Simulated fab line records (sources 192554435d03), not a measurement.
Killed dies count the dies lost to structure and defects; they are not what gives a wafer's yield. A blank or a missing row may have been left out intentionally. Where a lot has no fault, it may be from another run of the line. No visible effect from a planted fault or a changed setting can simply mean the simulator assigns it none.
fab line records	flow n5-finfet	part 2 of 2: steps 16 to 24 of 24
[record] lots = 5	wafers = 15	last-day = 17
route steps=1938 shown BEOL_M4@1056
lots that met no fault: from a run of the same line without faults
start-h: hours from the record's opening day to when the first of the lot's shown wafers began	wait-h: hours elapsed since this lot's preceding step	" the same as in the row above	L1.1+2: a row that stands for several wafers	- either no value or no given start	* or withheld: withheld	< > ~ a bound
route shown NAME@n: NAME is a module with steps in the file, n the number in the route of the first one	usual: the fault-free wafers' mean and standard deviation	same: alike in all rows	chamber/n: place in a boat	sites: readings site by site	_std_site: standard deviation of those values	_edge_site: the outer-site mean with the inner-site mean subtracted	radius-mm: for every site, how far away it sits from the centre of the wafer	mask NAME#n: copy n	behind: the last tool/chamber to shape the wafer	hold: reason for holding the lot/hours on hold/outcome of the hold	device: transistor that didn't switch, given as n, p or np	end of line: the tests these same wafers got at the end of their route	a step with no rows: only its recipe	killed: not the wafer's yield, but the dies lost to structure and defects at the first sort	map: the dies of a wafer, with x for killed, . for not killed, _ for no die there
set.NAME: the setting that was run; set.NAME@STEP: the one run at that earlier step	model.NAME: the simulator's own value behind a step, which no gauge read
a table for each step, a row for each wafer; lots at some steps of the route
services: when a tool's chamber went out of use (start-h, in hours from the record's first day, below 0 if earlier), for how many hours, and the reason
[[steps]]
[step N5_BEOL_M4_ETCH_41]
[recipe] chemistry = CH3F/O2	target = SiCN	target-depth-a = 299	taper-deg = 2	time-s = 52.5	ion-energy-ev = 120	mask-material = TiN	pressure-mtorr = 30	source-w = 395	bias-w = 75	Ar_flow_sccm = 150	CH3F_flow_sccm = 30	O2_flow_sccm = 20
[usual] CH3F_flow_sccm = 30.00/0.091	O2_flow_sccm = 19.99/0.061	bias-w = 74.99/0.23	drypump-motor-current-A = 5.7/0.35	oes-product-au = 0.79/0.077	rf-vpp-V = 297.6/1.6	showerhead-plenum-p-Torr = 2.02/0.07	throttle-valve-pct = 16.35/0.29
lot.wafer	tool	chamber	start-h	wait-h	CH3F_flow_sccm	O2_flow_sccm	bias-w	drypump-motor-current-A	oes-product-au	rf-hours-counter-h	rf-vpp-V	showerhead-plenum-p-Torr	throttle-valve-pct
L076.2	rie-diel-03	0	-	-	30.07	20.07	75.01	6.0	0.71	222	299.3	2.06	16.65
L076.4	"	3	"	"	30.09	19.96	74.95	5.1	0.70	221	295.5	1.90	16.54
L076.6	"	3	"	"	30.11	19.94	74.84	5.1	0.70	-	294.0	1.90	16.56
L078.2	rie-diel-03	3	-	-	29.95	19.99	75.17	5.1	0.69	229	294.2	1.90	16.55
L078.3	"	1	"	"	29.89	20.13	75.14	5.8	0.88	42	297.8	2.12	16.01
L078.6	"	3	"	"	29.96	20.03	75.22	5.1	0.69	-	295.1	1.90	16.57
L085.1	rie-diel-01	1	-	-	29.96	19.92	75.26	5.5	0.79	135	296.1	2.01	15.99
L085.3	"	3	"	"	29.88	20.05	74.66	6.1	0.88	33	297.1	1.95	15.88
L085.4	"	0	"	"	29.99	20.00	75.32	5.5	0.85	62	295.7	1.95	16.61
L088.4	rie-diel-03	1	-	-	29.90	19.95	75.18	5.8	0.83	-	298.0	2.12	16.06
L088.5	"	2	"	"	30.04	20.06	75.38	5.6	0.77	-	299.5	2.09	16.50
L088.6	"	3	"	"	29.95	20.05	75.16	5.1	0.68	-	295.6	1.89	16.60
L091.2	rie-diel-03	2	-	-	29.89	19.94	74.83	5.6	0.77	147	300.4	2.08	16.53
L091.3	"	0	"	"	30.04	20.02	74.80	6.0	0.98	6	297.9	2.05	16.27
L091.6	"	1	"	"	29.90	20.04	75.10	5.8	0.82	-	299.8	2.11	16.07
[step N5_BEOL_M4_STRIP_97]
[recipe] chemistry = N2/H2	time-s = 10	power-w = 450	temp-c = 40	pressure-mtorr = 20	rf-frequency-hz = 6e+07	bias-power-w = 7	n2-flow-sccm = 200	h2-flow-sccm = 200
[usual] drypump-motor-current-A = 5.7/0.36	oes-product-au = 0.80/0.076	rf-vpp-V = 59.3/0.95	showerhead-plenum-p-Torr = 2.56/0.089	throttle-valve-pct = 23.7/0.41
lot.wafer	tool	chamber	start-h	wait-h	drypump-motor-current-A	oes-product-au	rf-hours-counter-h	rf-vpp-V	showerhead-plenum-p-Torr	throttle-valve-pct
L076.2	rie-diel-03	0	-	-	6.0	0.72	222	59.6	2.61	24.1
L076.4	"	3	"	"	5.1	0.70	221	58.6	2.40	23.7
L076.6	"	3	"	"	5.1	0.71	-	58.9	2.40	23.7
L078.2	rie-diel-03	3	-	-	5.1	0.69	229	57.2	2.40	23.7
L078.3	"	1	"	"	5.8	0.88	42	60.4	2.68	23.2
L078.6	"	3	"	"	5.1	0.69	-	59.5	2.40	23.7
L085.1	rie-diel-01	1	-	-	5.5	0.78	135	60.0	2.54	23.3
L085.3	"	3	"	"	6.1	0.86	33	59.0	2.48	23.1
L085.4	"	0	"	"	5.4	0.84	62	57.3	2.48	24.3
L088.4	rie-diel-03	1	-	-	5.8	0.85	-	58.9	2.67	23.2
L088.5	"	2	"	"	5.7	0.77	-	60.5	2.65	23.6
L088.6	"	3	"	"	5.1	0.69	-	58.6	2.39	23.8
L091.2	rie-diel-03	2	-	-	5.7	0.76	147	59.8	2.65	23.6
L091.3	"	0	"	"	6.0	0.98	6	58.4	2.60	23.8
L091.6	"	1	"	"	5.8	0.83	-	60.3	2.67	23.2
[step N5_BEOL_M4_OCD_MEAS_38]
[usual] trench-depth-nm = 55.4/0.88
lot.wafer	tool	chamber	start-h	wait-h	trench-depth-nm
L076.2	ocd-02	-	181.92	-	54.7
L076.4	"	-	"	"	53.4
L076.6	"	-	"	"	53.0
L078.2	ocd-02	-	204.08	-	53.3
L078.3	"	-	"	"	54.8
L078.6	"	-	"	"	53.6
L085.1	ocd-02	-	259.46	-	55.7
L085.3	"	-	"	"	55.8
L085.4	"	-	"	"	56.0
L088.4	ocd-02	-	272.61	-	55.1
L088.5	"	-	"	"	54.5
L088.6	"	-	"	"	53.6
L091.2	ocd-02	-	295.45	-	55.2
L091.3	"	-	"	"	56.8
L091.6	"	-	"	"	54.3
[step N5_BEOL_M4_HM_STRIP_39]
[recipe] chemistry = peroxide-tin-strip	material = TiN	target-depth-a = 250	temp-c = 50	time-s = 158
[usual] bath-heat-duty-pct = 7.0/0.84
lot.wafer	tool	chamber	start-h	wait-h	bath-heat-duty-pct
L076.2	wet-bench-06	4	181.95	0.0	7.1
L076.4	"	1	"	"	7.4
L076.6	"	2	"	"	5.8
L078.2	wet-bench-06	2	204.11	0.0	6.5
L078.3	"	7	"	"	7.0
L078.6	"	3	"	"	7.2
L085.1	wet-bench-03	0	259.49	0.0	6.6
L085.3	"	6	"	"	5.9
L085.4	"	5	"	"	7.8
L088.4	wet-bench-06	0	272.64	0.0	7.2
L088.5	"	2	"	"	6.9
L088.6	"	7	"	"	6.0
L091.2	wet-bench-01	2	295.49	0.0	6.7
L091.3	"	7	"	"	7.4
L091.6	"	4	"	"	5.3
[step N5_BEOL_M4_SRD_40]
[recipe] time-s = 30	temp-c = 23	rinse-liquid = diw	dry = ipa-marangoni
[usual] bath-heat-duty-pct = 3.7/0.51
lot.wafer	tool	chamber	start-h	wait-h	bath-heat-duty-pct
L076.2	wet-bench-06	4	182.00	0.0	3.4
L076.4	"	1	"	"	4.2
L076.6	"	2	"	"	3.1
L078.2	wet-bench-06	2	204.16	0.0	3.7
L078.3	"	7	"	"	2.8
L078.6	"	3	"	"	4.4
L085.1	wet-bench-03	0	259.54	0.0	3.2
L085.3	"	6	"	"	2.9
L085.4	"	5	"	"	4.0
L088.4	wet-bench-06	0	272.69	0.0	3.4
L088.5	"	2	"	"	2.5
L088.6	"	7	"	"	3.2
L091.2	wet-bench-01	2	295.53	0.0	4.0
L091.3	"	7	"	"	3.3
L091.6	"	4	"	"	3.5
[step N5_BEOL_M4_PRECLEAN_42]
[recipe] chemistry = residue-remover	time-s = 60	temp-c = 40
[usual] bath-heat-duty-pct = 4.5/0.61
lot.wafer	tool	chamber	start-h	wait-h	bath-heat-duty-pct
L076.2	wet-bench-06	4	182.01	0.0	5.1
L076.4	"	1	"	"	4.8
L076.6	"	2	"	"	3.4
L078.2	wet-bench-06	2	204.17	0.0	4.0
L078.3	"	7	"	"	3.6
L078.6	"	3	"	"	4.3
L085.1	wet-bench-03	0	259.56	0.0	4.1
L085.3	"	6	"	"	4.1
L085.4	"	5	"	"	5.4
L088.4	wet-bench-06	0	272.70	0.0	4.0
L088.5	"	2	"	"	3.5
L088.6	"	7	"	"	3.9
L091.2	wet-bench-01	2	295.55	0.0	3.9
L091.3	"	7	"	"	5.1
L091.6	"	4	"	"	4.2
[step N5_BEOL_M4_SRD_43]
[recipe] time-s = 30	temp-c = 23	rinse-liquid = diw	dry = ipa-marangoni
[usual] bath-heat-duty-pct = 3.6/0.53
lot.wafer	tool	chamber	start-h	wait-h	bath-heat-duty-pct
L076.2	wet-bench-06	4	182.03	0.0	3.0
L076.4	"	1	"	"	3.6
L076.6	"	2	"	"	3.0
L078.2	wet-bench-06	2	204.19	0.0	2.8
L078.3	"	7	"	"	3.4
L078.6	"	3	"	"	3.4
L085.1	wet-bench-03	0	259.57	0.0	3.4
L085.3	"	6	"	"	3.2
L085.4	"	5	"	"	3.9
L088.4	wet-bench-06	0	272.72	0.0	3.8
L088.5	"	2	"	"	3.0
L088.6	"	7	"	"	3.3
L091.2	wet-bench-01	2	295.57	0.0	4.8
L091.3	"	7	"	"	3.7
L091.6	"	4	"	"	2.5
[step N5_BEOL_M4_CD_MEAS_35]
[recipe] target-cd-nm = 18	target-cd-y-nm = 22.4	polarity = opening
[usual] cd-nm = 18.0/0.3
lot.wafer	tool	chamber	start-h	wait-h	cd-nm
L076.2	cd-sem-01	-	182.07	0.0	17.6
L076.4	"	-	"	"	17.7
L076.6	"	-	"	"	18.0
L078.2	cd-sem-02	-	204.23	0.0	17.6
L078.3	"	-	"	"	17.3
L078.6	"	-	"	"	18.1
L085.1	cd-sem-02	-	259.61	0.0	18.0
L085.3	"	-	"	"	18.0
L085.4	"	-	"	"	17.3
L088.4	cd-sem-02	-	272.77	0.0	17.6
L088.5	"	-	"	"	17.9
L088.6	"	-	"	"	18.1
L091.2	cd-sem-01	-	295.61	0.0	18.3
L091.3	"	-	"	"	18.6
L091.6	"	-	"	"	18.2
[step N5_BEOL_M4_DEGAS_44]
[recipe] ambient = vacuum	temp-c = 250	time-s = 60
[usual] heater-power-w = 313/26	susceptor-temp-C = 249.99/0.18
lot.wafer	tool	chamber	start-h	wait-h	heater-power-w	susceptor-temp-C
L076.2	pvd-sputter-01	-	182.36	0.3	296	249.76
L076.4	"	-	"	"	305	249.96
L076.6	"	-	"	"	312	249.81
L078.2	pvd-sputter-01	-	205.21	1.0	291	250.27
L078.3	"	-	"	"	312	250.26
L078.6	"	-	"	"	309	250.22
L085.1	pvd-sputter-01	-	259.99	0.4	294	250.38
L085.3	"	-	"	"	251	250.06
L085.4	"	-	"	"	313	249.86
L088.4	pvd-sputter-03	-	272.85	0.1	318	250.01
L088.5	"	-	"	"	331	249.57
L088.6	"	-	"	"	348	249.69
L091.2	pvd-sputter-01	-	296.18	0.6	254	250.09
L091.3	"	-	"	"	296	249.95
L091.6	"	-	"	"	256	250.07
[[services]]
tool	chamber	start-h	hours	kind
pvd-sputter-03	-	161.93	6.6	repair
rie-diel-06	-	174.50	0.2	repair
ald-sin-01	-	189.68	4.3	pm
rie-diel-03	1	191.39	1.3	repair
ald-sin-02	3	212.69	12.1	repair
wet-bench-01	-	218.12	3.4	repair
ald-sin-02	1	221.04	5.6	repair
ald-sin-02	2	226.91	10.4	repair
ald-sin-04	2	234.21	14.3	repair
rie-diel-01	1	247.05	2.6	repair
rie-diel-03	3	247.54	9.3	repair
ald-sin-02	0	253.08	4.4	repair
rie-diel-03	0	259.40	-	clean
rie-diel-03	0	259.40	-	consumable-replace:focus-ring
rie-diel-03	0	259.40	20.5	scheduled-down
rie-diel-03	0	259.40	20.5	vent-cycle
ald-sin-02	2	264.60	10.1	repair
rie-diel-03	-	267.25	1.6	repair
ald-sin-04	3	267.92	3.5	repair
ald-sin-04	-	268.31	14.0	pm
wet-bench-06	-	274.45	1.9	pm
rie-diel-03	3	279.88	-	clean
rie-diel-03	3	279.88	-	consumable-replace:focus-ring
ald-sin-02	2	291.10	5.3	repair
